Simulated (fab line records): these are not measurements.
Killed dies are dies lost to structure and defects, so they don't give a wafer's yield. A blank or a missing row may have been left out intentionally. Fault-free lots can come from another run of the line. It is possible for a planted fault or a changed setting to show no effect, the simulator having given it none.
fab line records | flow n5Finfet
[record] lots = 3 wafers = 9 lastDay = 16
route steps=1938 shown SD_EPI_N@276 SD_EPI_P@295 SD_ACTIVATION@332 MOL_CONTACT_COAG@537 BEOL_M4@1111
lots with no fault: from the same line, run without faults
startH: the number of hours between the record's first day and the start of the first shown wafer of the lot | waitH: hours elapsed since this lot's preceding step | " repeats the value in the row above | L1.1+2: one row covering several wafers at once | - value missing, or start not given | * or withheld: withheld | < > ~ a bound
route shown NAME@n: a module of which the file shows steps, and the number in the route of the first | usual: average and standard deviation across the fault-free wafers | same: alike in all rows | chamber/n: place in a boat | sites: the reading at each site | _std_site: how widely they spread, as a standard deviation | _edge_site: mean of outer sites minus mean of inner sites | radiusMm: for every site, how far away it sits from the centre of the wafer | mask NAME#n: copy n | behind: the last tool/chamber to shape the wafer | hold: what put the lot on hold/how long, in hours/how the hold closed | device: which transistor (n, p or np) failed to switch | end of line: at the end of the route, the tests of the same wafers | a step without rows: its recipe alone | killed: the dies lost at the first sort to structure and to defects; this is not the yield of the wafer | map: shows each die of a wafer: x if killed, . if not, _ if none is there
set.NAME: the run value of the setting; set.NAME@STEP: its run value at that earlier step | model.NAME: the simulator's own value behind a step, which no gauge read
lots at some steps of the route; a table a step, a row a wafer
services: when a tool's chamber went out of use (startH, in hours from the record's first day, below 0 if earlier), for how many hours, and the reason
[[steps]]
[step N5_SD_EPI_N_STRIP_36]
[recipe] chemistry = N2/H2 tempC = 40 n2FlowSccm = 200 h2FlowSccm = 200 rfFrequencyHz = 6e+07
[step N5_SD_EPI_N_ETCHBACK_44]
[recipe] chemistry = CH3F/O2 mode = anisotropicEtchback target = SiNx targetDepthA = 145 stopOn = SiO2 overEtchFrac = 0.3 ionEnergyEv = 120 pressureMtorr = 30 sourceW = 395 biasW = 73 Ar_flow_sccm = 150 CH3F_flow_sccm = 30 O2_flow_sccm = 20
[step N5_SD_EPI_N_ETCH_45]
[recipe] chemistry = CH3F/O2 target = SiOCN targetDepthA = 60 maskMaterial = SOC ionEnergyEv = 60 biasW = 29 pressureMtorr = 15 sourceW = 410 Ar_flow_sccm = 150 CH3F_flow_sccm = 30 O2_flow_sccm = 20
[step N5_SD_EPI_N_ETCH_16]
[recipe] chemistry = CHF3/O2 target = SiO2 targetDepthA = 50 maskMaterial = SOC pressureMtorr = 30 sourceW = 650 biasW = 170 Ar_flow_sccm = 200 CHF3_flow_sccm = 50 O2_flow_sccm = 5 ionEnergyEv = 200
[step N5_SD_EPI_N_STRIP_47]
[recipe] chemistry = CHF3/O2 resist = SiARC rfFrequencyHz = 6e+07
[step N5_SD_EPI_N_SD_RECESS_17]
[recipe] chemistry = HBr/Cl2/O2 targetDepthA = 410 maskMaterial = SOC timeS = 23.7 btTimeS = 3 pressureMtorr = 10 icpW = 800 biasW = 112 HBr_flow_sccm = 150 Cl2_flow_sccm = 80 O2_flow_sccm = 12
[step N5_SD_EPI_N_STRIP_38]
[recipe] chemistry = N2/H2 powerW = 1000 tempC = 250 h2Frac = 0.65 overashFraction = 0.3 pressureMtorr = withheld n2FlowSccm = 1750 h2FlowSccm = 3250
[step N5_SD_EPI_N_WET_ETCH_43]
[recipe] chemistry = dHF dilution = withheld timeS = 14 target = SiO2 targetDepthA = 15 tempC = 25
[step N5_SD_EPI_N_STRIP_18]
[recipe] chemistry = SPM timeS = 750 tempC = 130 h2so4H2o2VolRatio = 4
[step N5_SD_EPI_N_SRD_20]
[recipe] dry = ipaMarangoni doPpb = 5 timeS = 30 tempC = 23 rinseLiquid = diw
[step N5_SD_EPI_N_PRECLEAN_48]
[recipe] chemistry = NF3:NH3 afsCycles = 2 tempC = 30 timeS = 20 sublimationTempC = 180 sublimationTimeS = 60 pressureTorr = 3 rfPowerW = 30
[step N5_SD_EPI_N_VAPOR_ETCH_50]
[recipe] chemistry = HCl target = Si tempC = 775 timeS = 54 pressureTorr = 20 mode = isotropic
[step N5_SD_EPI_N_EPI_21]
[recipe] material = Si:P dopant = P tempC = 680 pressureTorr = 255 timeS = 690
[usual] chamberPressureTorr = 255.1/0.51 epiGrowthTimeS = 690/0
// columns lot.wafer tool chamber startH waitH chamberPressureTorr epiGrowthTimeS model.Si-P_of_SD_EPI_N_EPI_21.thkNm
L240.2 epiRpcvd-02 0 99.52 0.4 255.1 690 59.4
L240.4 " 0 " " 254.2 690 60.6
L240.6 " 0 " " 255.0 690 60
L244.1 epiRpcvd-01 0 128.61 0.1 255.0 690 58.2
L244.2 " 0 " " 255.3 690 58
L244.6 " 0 130.01 1.4 255.1 690 58.2
L250.1 epiRpcvd-01 0 159.19 0.1 255.4 518.84 47.4
L250.2 " 0 " " 255.3 690 58.8
L250.5 " 0 " " 255.4 690 58.6
[step N5_SD_EPI_N_EPI_MEAS_23]
[recipe] mode = xrd
[usual] thkNm = 59.0/1.1
// columns lot.wafer tool chamber startH waitH thkNm
L240.2 filmMetro-02 - 100.95 1.2 58.0
L240.4 " - " " 60.9
L240.6 " - " " 60.8
L244.1 filmMetro-01 - 130.33 1.4 58.1
L244.2 " - " " 57.8
L244.6 " - " " 61.0
L250.1 filmMetro-02 - 160.91 1.4 47.2
L250.2 " - " " 60.2
L250.5 " - " " 57.7
[step N5_SD_EPI_N_PRECLEAN_24]
[recipe] chemistry = O3/DIW timeS = 60 tempC = 22 o3Ppm = 10
[step N5_SD_EPI_N_SRD_25]
[recipe] timeS = 30 tempC = 23 rinseLiquid = diw dry = ipaMarangoni
[step N5_SD_EPI_N_PRECLEAN_49]
[recipe] chemistry = NF3:NH3 afsCycles = 1 tempC = 30 timeS = 20 sublimationTempC = 180 sublimationTimeS = 60 pressureTorr = 3 rfPowerW = 30
[step N5_SD_EPI_N_LINER_46]
[recipe] material = SiNx targetThkA = 30 tempC = 400 aldPrecursorFamily = SiH2I2 aldCoReactant = N2/H2-plasma pressureTorr = 2
[step N5_SD_EPI_P_COAT_34]
[recipe] resist = SOC tempC = 250 timeS = 60 spinRpm = 1500 resistThkNm = 350
[step N5_SD_EPI_P_COAT_35]
[recipe] resist = SiARC tempC = 220 timeS = 60 spinRpm = 1500 resistThkNm = 35
[step N5_SD_EPI_P_COAT_03]
[recipe] resist = CAR-ArF-block spinRpm = 1500 resistThkNm = 150
[step N5_SD_EPI_P_EBR_05]
[recipe] solvent = PGMEA ebrWidthMm = 1.5
[step N5_SD_EPI_P_SOFTBAKE_04]
[recipe] tempC = 110 timeS = 60 resist = CAR-ArF-block
[step N5_SD_EPI_P_EXPOSE_06]
[recipe] maskId = SD_P_BLK na = 1.35 sourceShape = conventional sigmaOuter = 0.8 polarization = unpolarized targetCdNm = 240 doseMj = 39.5
[step N5_SD_EPI_P_PEB_07]
[recipe] pebTempC = 110 pebTimeS = 60 resist = CAR-ArF-block
[step N5_SD_EPI_P_DEVELOP_08]
[recipe] developTimeS = 30 developer = TMAH resist = CAR-ArF-block devTempC = 23 rinseLiquid = diw dry = airSpin
[step N5_SD_EPI_P_DESCUM_14]
[recipe] chemistry = O2 timeS = 7.9 sourcePowerW = 50 biasPowerW = 20 pressureMtorr = 20 rfFrequencyHz = 2.712e+07 tempC = 40 resist = CAR-ArF-block o2FlowSccm = 225
[step N5_SD_EPI_P_ETCH_36]
[recipe] chemistry = CF4 target = SiARC targetDepthA = 455 maskMaterial = CAR-ArF-block timeS = 75.8 ionEnergyEv = 80 pressureMtorr = 40 sourceW = 545 biasW = 36 Ar_flow_sccm = 100 cf4FlowSccm = 100 ends = cleared
[step N5_SD_EPI_P_ETCH_37]
[recipe] chemistry = N2/H2 target = SOC overetchA = 1080 maskMaterial = SiARC tempC = 40 ionEnergyEv = 100 sourceW = 3000 biasW = 133 pressureMtorr = 20 timeS = 486 n2FlowSccm = 200 h2FlowSccm = 200 ends = endPoint
[step N5_SD_EPI_P_STRIP_38]
[recipe] chemistry = N2/H2 tempC = 40 n2FlowSccm = 200 h2FlowSccm = 200 rfFrequencyHz = 6e+07
[step N5_SD_EPI_P_ETCHBACK_46]
[recipe] chemistry = CH3F/O2 mode = anisotropicEtchback target = SiNx targetDepthA = 175 stopOn = SiO2 overEtchFrac = 0.3 ionEnergyEv = 120 pressureMtorr = 30 sourceW = 395 biasW = 73 Ar_flow_sccm = 150 CH3F_flow_sccm = 30 O2_flow_sccm = 20
[step N5_SD_EPI_P_ETCH_47]
[recipe] chemistry = CH3F/O2 target = SiOCN targetDepthA = 250 maskMaterial = SOC ionEnergyEv = 60 biasW = 29 pressureMtorr = 30 sourceW = 410 Ar_flow_sccm = 150 CH3F_flow_sccm = 30 O2_flow_sccm = 20
[step N5_SD_EPI_P_ETCH_16]
[recipe] chemistry = CHF3/O2 target = SiO2 targetDepthA = 50 maskMaterial = SOC pressureMtorr = 30 sourceW = 650 biasW = 170 Ar_flow_sccm = 200 CHF3_flow_sccm = 50 O2_flow_sccm = 5 ionEnergyEv = 200
[step N5_SD_EPI_P_STRIP_50]
[recipe] chemistry = CHF3/O2 resist = SiARC rfFrequencyHz = 6e+07
[step N5_SD_EPI_P_SD_RECESS_17]
[recipe] chemistry = HBr/Cl2/O2 targetDepthA = 391 btTimeS = 3 pressureMtorr = 10 icpW = 800 biasW = 112 HBr_flow_sccm = 150 Cl2_flow_sccm = 80 O2_flow_sccm = 12
[step N5_SD_EPI_P_WET_ETCH_45]
[recipe] chemistry = dHF dilution = withheld timeS = 10.7 target = SiO2 targetDepthA = 20 tempC = 25 dry = ipaMarangoni rinseTimeS = 30 rinseTempC = 23
[step N5_SD_EPI_P_STRIP_40]
[recipe] chemistry = N2/H2 powerW = 1000 tempC = 250 h2Frac = 0.65 overashFraction = 0.3 pressureMtorr = withheld n2FlowSccm = 1750 h2FlowSccm = 3250
[step N5_SD_EPI_P_PRECLEAN_52]
[recipe] chemistry = O3/DIW timeS = 60 tempC = 22 o3Ppm = 10
[step N5_SD_ACTIVATION_RS_MEAS_03]
[recipe] thkMeasGauge = four-point-probe
[usual] RS_SD_N = 21.9/0.3 RS_SD_P = 56.1/0.82
// columns lot.wafer tool chamber startH waitH RS_SD_N[ohm/sq] RS_SD_P[ohm/sq]
L240.2 filmMetro-02 - 106.06 0.2 21.8 56.4
L240.4 " - " " 21.4 56.5
L240.6 " - " " 21.5 57.9
L244.1 filmMetro-02 - 137.35 0.2 22.4 56.0
L244.2 " - " " 22.1 57.0
L244.6 " - " " 22.2 55.7
L250.1 filmMetro-02 - 166.99 0.2 27.0 57.5
L250.2 " - " " 21.7 56.9
L250.5 " - " " 21.9 57.5
[step N5_MOL_CONTACT_COAG_ETCH_15]
[recipe] chemistry = CH3F/O2 target = SiNx targetDepthA = 70 maskMaterial = SOC stopOn = Si:P overEtchFrac = 0.75 ionEnergyEv = 120 pressureMtorr = 30 sourceW = 395 biasW = 73 Ar_flow_sccm = 150 CH3F_flow_sccm = 30 O2_flow_sccm = 20
[usual] drypumpMotorCurrentA = 5.7/0.5 oesProductAu = 0.56/0.051 rfVppV = 297.1/2.3 showerheadPlenumPTorr = 1.975/0.028 throttleValvePct = 16.39/0.26
// columns lot.wafer tool chamber startH waitH drypumpMotorCurrentA oesProductAu rfHoursCounterH rfVppV showerheadPlenumPTorr throttleValvePct model.Si-P_of_SD_EPI_N_EPI_21.thkNm
L240.2 rieDiel-01 1 136.39 0.0 5.7 0.52 220 300.5 1.969 16.42 58.6
L240.4 " 2 " " 5.7 0.50 250 294.9 1.969 16.80 59.6
L240.6 " 1 " " 5.7 0.52 - 300.9 1.969 16.41 59.2
L244.1 rieDiel-05 3 166.66 0.0 5.7 0.52 208 297.5 1.979 16.75 57.4
L244.2 " 0 " " 5.0 0.50 226 292.2 1.976 16.34 57.2
L244.6 " 0 " " 5.1 0.51 - 293.9 1.976 16.35 57.4
L250.1 rieDiel-02 3 197.92 0.0 6.0 0.55 124 296.6 2.012 16.27 46.6
L250.2 " 1 " " 6.1 0.52 169 300.2 1.996 16.19 57.8
L250.5 " 3 " " 6.0 0.56 - 295.5 2.011 16.28 57.8
[step N5_BEOL_M4_RC_MEAS_101]
[usual] DIBL_N = 36.5/1.4 DIBL_P = 36.5/1.6 IOFF_N = 0.163/0.022 IOFF_P = 0.219/0.029 ION_N = 675/8.3 ION_P = 464/6.2 REXT_N = 74.7/1.6 RS_SD_N = 28.4/0.38 SS_N = 71.5/0.52 SS_P = 73.4/0.57 VT_N = 249.7/2.6 VT_P = -250/3
// columns lot.wafer tool chamber startH waitH DIBL_N[mV/V] DIBL_P[mV/V] IOFF_N[nA/um] IOFF_P[nA/um] ION_N[uA/um] ION_P[uA/um] REXT_N[ohm.um] RS_SD_N[ohm/sq] SS_N[mV/dec] SS_P[mV/dec] VT_N[mV] VT_P[mV]
L240.2 prober-01 0 214.85 0.2 36.9 36.2 0.167 0.253 685 473 76.9 27.9 71.2 73.3 249.1 -244
L240.4 " 0 " " 34.2 33.7 0.129 0.213 673 468 76.8 27.5 71.0 72.0 252.0 -248
L240.6 " 0 " " 35.3 34.5 0.141 0.221 681 469 76.3 27.8 71.2 72.5 248.7 -248
L244.1 prober-02 0 248.00 0.0 36.6 35.6 0.175 0.246 674 471 74.0 28.7 72.5 73.1 246.5 -247
L244.2 " 0 " " 36.0 35.5 0.164 0.233 677 467 73.3 29.1 71.6 73.6 243.1 -247
L244.6 " 0 " " 36.1 35.9 0.170 0.235 681 472 73.9 28.8 71.4 73.8 247.6 -245
L250.1 prober-01 0 282.69 0.0 39.8 40.7 0.200 0.254 668 466 81.3 35.5 72.0 75.2 248.3 -249
L250.2 " 0 " " 39.1 41.1 0.204 0.262 684 470 73.5 28.5 71.9 73.8 247.3 -249
L250.5 " 0 " " 38.5 40.1 0.188 0.236 686 469 73.7 28.6 71.7 74.2 246.6 -251
[[services]]
// columns tool chamber startH hours kind
rieDiel-01 1 88.68 15.3 repair
rieDiel-01 1 126.77 8.7 repair
rieDiel-01 2 136.93 - clean
rieDiel-01 2 136.93 - consumableReplace:focusRing
rieDiel-01 2 136.93 22.3 scheduledDown
rieDiel-01 2 136.93 22.3 ventCycle
rieDiel-05 0 141.50 9.7 repair
rieDiel-05 1 163.92 15.8 repair
rieDiel-05 1 184.07 - clean
rieDiel-05 1 184.07 - consumableReplace:focusRing
rieDiel-05 1 184.07 21.9 scheduledDown
rieDiel-05 1 184.07 21.9 ventCycle
epiRpcvd-01 - 197.07 1.5 repair
[[key]]
[firstSign] step = N5_SD_EPI_N_EPI_21 reading = epiGrowthTimeS direction = down sigmas = 99+ usual = * struck = *
[effect] step = N5_SD_EPI_N_EPI_MEAS_23 reading = thkNm direction = down sigmas = 11 usual = * struck = *
[effect] step = N5_SD_ACTIVATION_RS_MEAS_03 reading = RS_SD_N direction = up sigmas = 17 usual = 21.9 struck = 27.0
[effect] step = N5_BEOL_M4_RC_MEAS_101 reading = RS_SD_N direction = up sigmas = 19 usual = 28.4 struck = 35.5
[effect] step = N5_BEOL_M4_RC_MEAS_101 reading = REXT_N direction = up sigmas = 4.2 usual = 74.7 struck = 81.3
[modelEffect] step = N5_SD_EPI_N_EPI_21 value = Si-P_of_SD_EPI_N_EPI_21.thkNm without = 58.4 struck = 47.4
[modelEffect] step = N5_MOL_CONTACT_COAG_ETCH_15 value = Si-P_of_SD_EPI_N_EPI_21.thkNm without = 57.6 struck = 46.6
metAt N5_SD_EPI_N_EPI_21
struckWafers L250.1
onsetBetween 128.61 159.19
[fault] kind = processParameterDrift tool = epiRpcvd-01 chamber = - onsetH = 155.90 steps = N5_SD_EPI_N_EPI_21 channel = epiGrowthTimeS offset = * shape = step endH = 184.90 scope = struckWafersOnly stated = *
